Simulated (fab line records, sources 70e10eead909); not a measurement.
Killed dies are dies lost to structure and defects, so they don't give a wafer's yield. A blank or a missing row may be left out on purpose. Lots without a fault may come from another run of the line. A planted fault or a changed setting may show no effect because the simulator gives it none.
A struck lot beside a sound one | flow nand_harc | 15 steps out of a route of 1302
Sound: wafers L954.1, L954.4, L954.6. Struck: wafers L964.1, L964.2, L964.5. The cause comes at the end.
At each step with rows: each side's tool, then ch and its chambers, then its first start. Under that, the readings that differ: sound wafers | struck wafers | difference of the means | sigmas: that difference in standard deviations of wafers without a fault.
alike: readings whose means differ by less than 2 such deviations, and words and numbers that are the same on both sides. not compared: withheld readings, readings that some wafer has no value for, bounds like >300 that may hide the same value, and numbers for which the record gives no deviation and whose values overlap.
The two part at a step that has a row with sigmas, a row that says differs or no value, or rows on one side only. Numbers that don't overlap but have no deviation are shown without sigmas and don't part them. A reading that every wafer of one side lacks parts them only if that side has two wafers or more.

first, 2 steps without rows for these wafers: NHARC_P_CONTACT_ETCH_35 (etches the open film in CF4, target depth 39 nm, time 65 s); NHARC_P_CONTACT_ETCH_36 (etches the open film in N2/H2, target depth 260 nm, time 406.25 s).
NHARC_P_CONTACT_ETCH_18: etches the open film in C4F8/O2/Ar, target depth 481 nm, time 240.5 s.
  sound on rie_diel-04 ch 0,3; struck on rie_diel-04 ch 0,1,2
  alike: chamber_pressure_mTorr, oes_product_au, rf_vpp_V
  not compared: rf_hours_counter_h
then, 1 step without rows for these wafers: NHARC_P_CONTACT_STRIP_37 (strips in C4F8/O2/Ar).
NHARC_P_CONTACT_ETCH_31: etches the open film in CH3F/O2, target depth 30 nm, time 85.7 s.
  sound on rie_diel-04 ch 0,2,3; struck on rie_diel-04 ch 0,2
  alike: chamber_pressure_mTorr, drypump_motor_current_A, oes_product_au, rf_vpp_V, showerhead_plenum_p_Torr, throttle_valve_pct
  not compared: rf_hours_counter_h
NHARC_P_CONTACT_CD_MEAS_19:
  sound on cd_sem-01, day 6 00:56; struck on cd_sem-01, day 9 22:35
  alike: cd_nm
NHARC_P_CONTACT_STRIP_28: strips in O2.
  sound on rie_diel-06 ch 0,2, day 6 01:02; struck on rie_diel-04 ch 0,1,3, day 9 22:39
  alike: chamber_pressure_mTorr, drypump_motor_current_A, oes_product_au, rf_vpp_V, showerhead_plenum_p_Torr, throttle_valve_pct
  not compared: rf_hours_counter_h
then, 1 step without rows for these wafers: NHARC_P_CONTACT_STRIP_29 (strips in post etch residue remover, time 1200 s).
NHARC_P_CONTACT_DEGAS_38: time 60 s.
  sound on pvd_sputter-03, day 6 01:39; struck on pvd_sputter-01, day 9 23:17
  alike: heater_power_w
then, 1 step without rows for these wafers: NHARC_P_CONTACT_PRE_CLEAN_39 (time 19.5 s).
NHARC_P_CONTACT_PVD_32: deposits Ti, target thk 5 nm, time 17.7 s.
  sound on pvd_sputter-03; struck on pvd_sputter-01
  alike: cathode_dc_power_W, throttle_valve_pct
then, 1 step without rows for these wafers: NHARC_P_CONTACT_ALD_22 (deposits TiN, target thk 3 nm, pulse time 1 s, ald cycles 150).
NHARC_P_CONTACT_CVD_23: deposits W, target thk 200 nm, time 557 s.
  sound on cvd_w-02 ch 0,1, day 6 02:06; struck on cvd_w-02 ch 0,1, day 10 00:34
  alike: heater_power_w, throttle_valve_pct
NHARC_P_CONTACT_CMP_24: polishes, t overpolish 30 s, target thk 200 nm.
  sound on cmp-02 ch 1,3, day 6 02:46; struck on cmp-04 ch 1,2,3, day 10 01:19
  reading                | sound          | struck         | difference | sigmas
  time_to_endpoint_s (s) | 41.7 42.1 41.5 | 81.6 79.7 76.8 | +37.6      | +13
  alike: motor_current_A, overpolish_run_s
-- the record jumps here: 18 days lie between the struck wafers' starts before and after (it left off in module P_CONTACT and takes up again in module END, whose first step shown is number 1302 of the route) --
NHARC_END_SORT_01:
  the record has rows for the struck wafers here (prober-02 ch 0, day 28 08:34) and none for the sound ones

WHERE THEY PART
First at NHARC_P_CONTACT_CMP_24; last, within this record, at NHARC_END_SORT_01.

WHY: what the simulator had put in
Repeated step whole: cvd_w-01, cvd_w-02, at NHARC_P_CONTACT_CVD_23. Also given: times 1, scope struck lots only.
